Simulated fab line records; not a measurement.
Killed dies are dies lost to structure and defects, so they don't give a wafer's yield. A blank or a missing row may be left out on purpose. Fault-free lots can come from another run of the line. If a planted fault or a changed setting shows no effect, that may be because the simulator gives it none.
The tool behind it: which one? + flow n5Finfet + 12 lots with 36 wafers sampled at 4 steps, on a route of 1938 steps

WHAT EACH GAUGE READ, for each wafer
N5_SD_EPI_N_INSPECT_26: inspects for defects (darkfield). Usual: rawDefectCount reads 198 (standard deviation 42).
| lot  | measured    | on               | rawDefectCount | flag |
|------|-------------|------------------|----------------|------|
| L568 | day 4 02:29 | defectInspect-02 | 124 219 154    |      |
| L571 | day 4 15:29 | defectInspect-02 | 161 214 179    |      |
| L573 | day 5 05:40 | defectInspect-01 | 157 187 144    |      |
| L574 | day 5 11:10 | defectInspect-01 | 231 235 183    |      |
| L577 | day 6 10:47 | defectInspect-02 | 131 237 177    |      |
| L579 | day 7 05:07 | defectInspect-01 | 282 191 216    |      |
| L583 | day 8 01:30 | defectInspect-02 | 194 213 157    |      |
| L584 | day 8 14:24 | defectInspect-01 | 285 218 164    |      |
| L586 | day 8 22:25 | defectInspect-02 | 222 208 172    |      |
| L585 | day 9 02:08 | defectInspect-02 | 157 204 175    |      |
| L588 | day 9 02:05 | defectInspect-01 | 231 278 228    |      |
| L587 | day 9 04:37 | defectInspect-01 | 234 319 239    |      |

WHICH TOOL RAN EACH LOT (tool, then ch and the chambers of the sampled wafers, then the start)
| lot  | N5_SD_EPI_N_ETCHBACK_44          | N5_SD_EPI_N_STRIP_38               | N5_SD_EPI_N_PRECLEAN_48       |
|------|----------------------------------|------------------------------------|-------------------------------|
| L568 | rieDiel-02 ch 1,3, day 3 22:54   | plasmaAsher-02 ch 0,1, day 3 23:16 | epiRpcvd-01 ch 0, day 3 23:37 |
| L571 | rieDiel-02 ch 0,1,2, day 4 11:55 | plasmaAsher-02 ch 0,1, day 4 12:17 | epiRpcvd-04, day 4 12:38      |
| L573 | rieDiel-02 ch 0,3, day 5 01:23   | plasmaAsher-01 ch 0,1, day 5 01:47 | epiRpcvd-03, day 5 02:16      |
| L574 | rieDiel-05 ch 0,1, day 5 06:53   | plasmaAsher-02 ch 0,1, day 5 07:16 | epiRpcvd-03 ch 0, day 5 07:37 |
| L577 | rieDiel-02 ch 0,3, day 6 06:28   | plasmaAsher-01 ch 0,1, day 6 06:50 | epiRpcvd-03 ch 0, day 6 07:17 |
| L579 | rieDiel-05 ch 2,3, day 6 23:50   | plasmaAsher-01 ch 0,1, day 7 00:13 | epiRpcvd-03 ch 0, day 7 00:43 |
| L583 | rieDiel-05 ch 0,1,2, day 7 21:14 | plasmaAsher-02 ch 0,1, day 7 21:36 | epiRpcvd-03 ch 0, day 7 22:02 |
| L584 | rieDiel-05 ch 1,2, day 8 09:58   | plasmaAsher-02 ch 0,1, day 8 10:20 | epiRpcvd-01 ch 0, day 8 10:50 |
| L586 | rieDiel-04 ch 0,2, day 8 18:49   | plasmaAsher-02 ch 0,1, day 8 19:11 | epiRpcvd-03 ch 0, day 8 19:32 |
| L585 | rieDiel-02 ch 0,3, day 8 21:52   | plasmaAsher-01 ch 0,1, day 8 22:14 | epiRpcvd-01 ch 0, day 8 22:35 |
| L588 | rieDiel-04 ch 0,3, day 8 22:34   | plasmaAsher-02 ch 0,1, day 8 22:56 | epiRpcvd-03 ch 0, day 8 23:17 |
| L587 | rieDiel-04 ch 0,2,3, day 9 00:07 | plasmaAsher-01 ch 0,1, day 9 00:37 | epiRpcvd-03 ch 0, day 9 01:30 |
- N5_SD_EPI_N_ETCHBACK_44: etches SiNx in CH3F/O2, stops on SiO2, target depth 14.5 nm.
- N5_SD_EPI_N_STRIP_38: strips in N2/H2.
- N5_SD_EPI_N_PRECLEAN_48: cleans in NF3:NH3, afs cycles 2, time 20 s, sublimation time 60 s.

WHAT THE TOOLS THEMSELVES READ (means of the sampled wafers that have a number; where no wafer has one, the mark that the record gives instead)
N5_SD_EPI_N_ETCHBACK_44. Usual: for drypumpMotorCurrentA, 5.7 A with a standard deviation of 0.44; for mfcArSccm, 150.0 sccm with a standard deviation of 0.49; for oes_ar_750_au, 0.76 a.u. with a standard deviation of 0.06; for oesProductAu, 0.65 a.u. with a standard deviation of 0.053; for rfVppV, 298.9 V with a standard deviation of 2.5; for showerheadPlenumPTorr, 2.02 Torr with a standard deviation of 0.037; for throttleValvePct, 16.34 % with a standard deviation of 0.16.
| lot  | tool       | drypumpMotorCurrentA (A) | mfcArSccm (sccm) | oes_ar_750_au (a.u.) | oesProductAu (a.u.) | rfVppV (V) | showerheadPlenumPTorr (Torr) | throttleValvePct (%) | flag |
|------|------------|--------------------------|------------------|----------------------|---------------------|------------|------------------------------|----------------------|------|
| L568 | rieDiel-02 | 5.7                      | 150.0            | 0.75                 | 0.64                | 301.6      | 2.03                         | 16.42                |      |
| L571 | rieDiel-02 | 5.6                      | 149.7            | 0.80                 | 0.69                | 300.6      | 2.02                         | 16.37                |      |
| L573 | rieDiel-02 | 6.1                      | 150.9            | 0.83                 | 0.71                | 301.4      | 2.04                         | 16.27                |      |
| L574 | rieDiel-05 | 6.2                      | 149.7            | 0.85                 | 0.73                | 298.6      | 1.98                         | 16.10                |      |
| L577 | rieDiel-02 | 6.0                      | 149.8            | 0.76                 | 0.66                | 301.0      | 2.05                         | 16.38                |      |
| L579 | rieDiel-05 | 5.6                      | 150.2            | 0.75                 | 0.63                | 296.8      | 2.03                         | 16.25                |      |
| L583 | rieDiel-05 | 6.1                      | 150.2            | 0.78                 | 0.67                | 297.7      | 1.99                         | 16.23                |      |
| L584 | rieDiel-05 | 6.1                      | 150.0            | 0.81                 | 0.70                | 298.8      | 1.96                         | 16.11                |      |
| L586 | rieDiel-04 | 6.1                      | 149.7            | 0.70                 | 0.60                | 297.6      | 1.97                         | 16.31                |      |
| L585 | rieDiel-02 | 5.9                      | 150.3            | 0.75                 | 0.64                | 300.7      | 2.04                         | 16.42                |      |
| L588 | rieDiel-04 | 5.8                      | 150.2            | 0.68                 | 0.58                | 295.7      | 2.00                         | 16.38                |      |
| L587 | rieDiel-04 | 5.8                      | 149.6            | 0.70                 | 0.60                | 295.5      | 2.01                         | 16.40                |      |

N5_SD_EPI_N_STRIP_38. Usual: drypumpMotorCurrentA 5.24 A, standard deviation 0.2; h2FlowSccm 3250 sccm, standard deviation 12; heaterPowerW 344 W, standard deviation 20; oesProductAu 0.761 a.u., standard deviation 0.011.
| lot  | tool           | drypumpMotorCurrentA (A) | h2FlowSccm (sccm) | heaterPowerW (W) | oesProductAu (a.u.) | flag |
|------|----------------|--------------------------|-------------------|------------------|---------------------|------|
| L568 | plasmaAsher-02 | 5.36                     | 3253              | 353              | 0.766               |      |
| L571 | plasmaAsher-02 | 5.36                     | 3255              | 355              | 0.760               |      |
| L573 | plasmaAsher-01 | 5.20                     | 3257              | 334              | 0.757               |      |
| L574 | plasmaAsher-02 | 5.34                     | 3256              | 356              | 0.757               |      |
| L577 | plasmaAsher-01 | 5.21                     | 3235              | 334              | 0.762               |      |
| L579 | plasmaAsher-01 | 5.03                     | 3249              | 325              | 0.756               |      |
| L583 | plasmaAsher-02 | 5.36                     | 3249              | 357              | 0.756               |      |
| L584 | plasmaAsher-02 | 5.34                     | 3241              | 360              | 0.764               |      |
| L586 | plasmaAsher-02 | 5.34                     | 3255              | 361              | 0.758               |      |
| L585 | plasmaAsher-01 | 5.21                     | 3244              | 336              | 0.760               |      |
| L588 | plasmaAsher-02 | 5.38                     | 3250              | 359              | 0.766               |      |
| L587 | plasmaAsher-01 | 5.06                     | 3246              | 322              | 0.763               |      |

N5_SD_EPI_N_PRECLEAN_48. Usual: chamberPressureTorr reads 2.999 Torr (standard deviation 0.0071).
| lot  | tool        | chamberPressureTorr (Torr) | flag |
|------|-------------|----------------------------|------|
| L568 | epiRpcvd-01 | 2.996                      |      |
| L571 | epiRpcvd-04 | -                          | OFF  |
| L573 | epiRpcvd-03 | -                          | OFF  |
| L574 | epiRpcvd-03 | 2.995                      |      |
| L577 | epiRpcvd-03 | 3.003                      |      |
| L579 | epiRpcvd-03 | 3.003                      |      |
| L583 | epiRpcvd-03 | 2.991                      |      |
| L584 | epiRpcvd-01 | 2.999                      |      |
| L586 | epiRpcvd-03 | 3.002                      |      |
| L585 | epiRpcvd-01 | 2.998                      |      |
| L588 | epiRpcvd-03 | 3.002                      |      |
| L587 | epiRpcvd-03 | 3.001                      |      |

THE ANSWER, worked out from the rows above alone
Rule: a lot counts as off when the mean over its wafers that have a number is more than 3 standard deviations away from the usual mean. Also off: a lot with no number at a reading for which 4 or more lots have one. Where the step has rows for the other lots, those lots are counted as sound. After the gauges, taken in route order, come the tools' own readings; for these a lot's mean is taken, as printed above. The first step at which some lot is off is used, and at that step the reading that is off furthest; a lot without a number counts as furthest.
Off: L571, L573, at N5_SD_EPI_N_PRECLEAN_48 (chamberPressureTorr). Without a number there: L571, L573.
If a tool, at that step or one of the process steps before it, ran each lot that is off and ran no sound lot following the first of them, it fits. None of those tried fits.

WHAT HAD BEEN PUT IN BY THE SIMULATOR
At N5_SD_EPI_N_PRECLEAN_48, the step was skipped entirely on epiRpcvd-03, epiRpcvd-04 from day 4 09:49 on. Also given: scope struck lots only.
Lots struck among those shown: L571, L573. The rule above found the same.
